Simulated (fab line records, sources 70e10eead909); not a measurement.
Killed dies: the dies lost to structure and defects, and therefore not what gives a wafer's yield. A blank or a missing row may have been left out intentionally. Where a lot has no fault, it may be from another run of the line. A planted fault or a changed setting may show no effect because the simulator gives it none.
Chamber matching / flow nand_harc / NHARC_A_WL_FILL_CMP_12 on cmp-03: 4 sister chambers
The step polishes, t overpolish 30 s, target thk 100 nm. 20 wafers are shown with their chamber, then 10 later ones without.

== WAFERS PAIRED WITH THEIR CHAMBERS ==
wafer=L074.1; chamber=0; motor_current_A (A)=11.4; time_to_endpoint_s (s)=21.6; overpolish_run_s (s)=29.995
wafer=L074.2; chamber=2; motor_current_A (A)=10.7; time_to_endpoint_s (s)=22.7; overpolish_run_s (s)=30.000
wafer=L074.5; chamber=2; motor_current_A (A)=10.1; time_to_endpoint_s (s)=22.2; overpolish_run_s (s)=30.006
wafer=L078.1; chamber=0; motor_current_A (A)=11.3; time_to_endpoint_s (s)=21.4; overpolish_run_s (s)=29.994
wafer=L078.2; chamber=2; motor_current_A (A)=11.1; time_to_endpoint_s (s)=21.4; overpolish_run_s (s)=30.009
wafer=L078.5; chamber=3; motor_current_A (A)=12.4; time_to_endpoint_s (s)=20.8; overpolish_run_s (s)=29.986
wafer=L080.1; chamber=0; motor_current_A (A)=12.3; time_to_endpoint_s (s)=22.1; overpolish_run_s (s)=30.002
wafer=L080.3; chamber=2; motor_current_A (A)=10.1; time_to_endpoint_s (s)=21.3; overpolish_run_s (s)=30.001
wafer=L080.5; chamber=1; motor_current_A (A)=12.9; time_to_endpoint_s (s)=21.7; overpolish_run_s (s)=30.017
wafer=L083.1; chamber=2; motor_current_A (A)=10.9; time_to_endpoint_s (s)=17.6; overpolish_run_s (s)=30.004
wafer=L083.2; chamber=3; motor_current_A (A)=12.3; time_to_endpoint_s (s)=18.5; overpolish_run_s (s)=29.997
wafer=L083.3; chamber=0; motor_current_A (A)=12.0; time_to_endpoint_s (s)=16.6; overpolish_run_s (s)=29.992
wafer=L084.2; chamber=1; motor_current_A (A)=12.5; time_to_endpoint_s (s)=15.8; overpolish_run_s (s)=30.004
wafer=L084.3; chamber=0; motor_current_A (A)=12.2; time_to_endpoint_s (s)=16.2; overpolish_run_s (s)=30.005
wafer=L084.6; chamber=1; motor_current_A (A)=13.3; time_to_endpoint_s (s)=14.8; overpolish_run_s (s)=29.997
wafer=L088.1; chamber=2; motor_current_A (A)=11.4; time_to_endpoint_s (s)=20.5; overpolish_run_s (s)=30.002
wafer=L088.4; chamber=0; motor_current_A (A)=12.2; time_to_endpoint_s (s)=21.1; overpolish_run_s (s)=30.014
wafer=L088.6; chamber=3; motor_current_A (A)=12.0; time_to_endpoint_s (s)=20.0; overpolish_run_s (s)=30.012
wafer=L088.2; chamber=3; motor_current_A (A)=12.5; time_to_endpoint_s (s)=20.0; overpolish_run_s (s)=29.994
wafer=L088.3; chamber=1; motor_current_A (A)=13.5; time_to_endpoint_s (s)=19.4; overpolish_run_s (s)=30.001

SIGNATURES (means of the wafers above)
reading=motor_current_A; chamber 0=11.900; chamber 1=13.050; chamber 2=10.717; chamber 3=12.300; scatter within a chamber=0.44
reading=time_to_endpoint_s; chamber 0=19.833; chamber 1=17.925; chamber 2=20.950; chamber 3=19.825; scatter within a chamber=2.32
reading=overpolish_run_s; chamber 0=30.00033; chamber 1=30.00475; chamber 2=30.00367; chamber 3=29.99725; scatter within a chamber=0.00785
Rule: for a wafer and a chamber, the distance is found by dividing, reading by reading, the gap between the wafer's reading and the chamber's mean by the reading's scatter, squaring, summing and taking the root. If the next closest chamber is less than 2 further off than the closest, the wafer can't be placed; otherwise it belongs to the closest. The scatter: the root of (the sum of the squares of (reading less its chamber's mean) over the shown wafers, divided by (wafers less chambers)).

== WAFERS MISSING THEIR CHAMBER ==
wafer=L088.5; motor_current_A (A)=11.0; time_to_endpoint_s (s)=18.6; overpolish_run_s (s)=29.995
wafer=L090.2; motor_current_A (A)=12.1; time_to_endpoint_s (s)=19.6; overpolish_run_s (s)=30.014
wafer=L090.3; motor_current_A (A)=13.1; time_to_endpoint_s (s)=18.4; overpolish_run_s (s)=30.003
wafer=L090.5; motor_current_A (A)=12.6; time_to_endpoint_s (s)=18.9; overpolish_run_s (s)=30.001
wafer=L096.1; motor_current_A (A)=13.6; time_to_endpoint_s (s)=22.5; overpolish_run_s (s)=30.004
wafer=L096.3; motor_current_A (A)=12.5; time_to_endpoint_s (s)=22.2; overpolish_run_s (s)=30.004
wafer=L096.6; motor_current_A (A)=13.0; time_to_endpoint_s (s)=22.1; overpolish_run_s (s)=30.005
wafer=L097.1; motor_current_A (A)=12.3; time_to_endpoint_s (s)=17.9; overpolish_run_s (s)=29.987
wafer=L097.2; motor_current_A (A)=11.7; time_to_endpoint_s (s)=19.2; overpolish_run_s (s)=29.991
wafer=L097.6; motor_current_A (A)=11.9; time_to_endpoint_s (s)=18.3; overpolish_run_s (s)=29.979

== EACH ONE'S CHAMBER ==
wafer=L088.5; from the rows above=can't be placed: 2 or 0 or 3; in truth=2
wafer=L090.2; from the rows above=can't be placed: 0 or 3 or 1 or 2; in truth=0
wafer=L090.3; from the rows above=can't be placed: 1 or 3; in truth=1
wafer=L090.5; from the rows above=can't be placed: 3 or 1 or 0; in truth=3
wafer=L096.1; from the rows above=can't be placed: 1 or 3 or 0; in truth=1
wafer=L096.3; from the rows above=can't be placed: 3 or 0 or 1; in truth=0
wafer=L096.6; from the rows above=can't be placed: 1 or 3 or 0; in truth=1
wafer=L097.1; from the rows above=can't be placed: 3 or 0 or 1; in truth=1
wafer=L097.2; from the rows above=can't be placed: 0 or 3 or 2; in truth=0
wafer=L097.6; from the rows above=can't be placed: 3 or 0 or 1 or 2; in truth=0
Placed correctly: 0 of 10. Can't be placed from these rows: 10 (the true chamber is among the candidates in 10). Placed wrongly: 0.
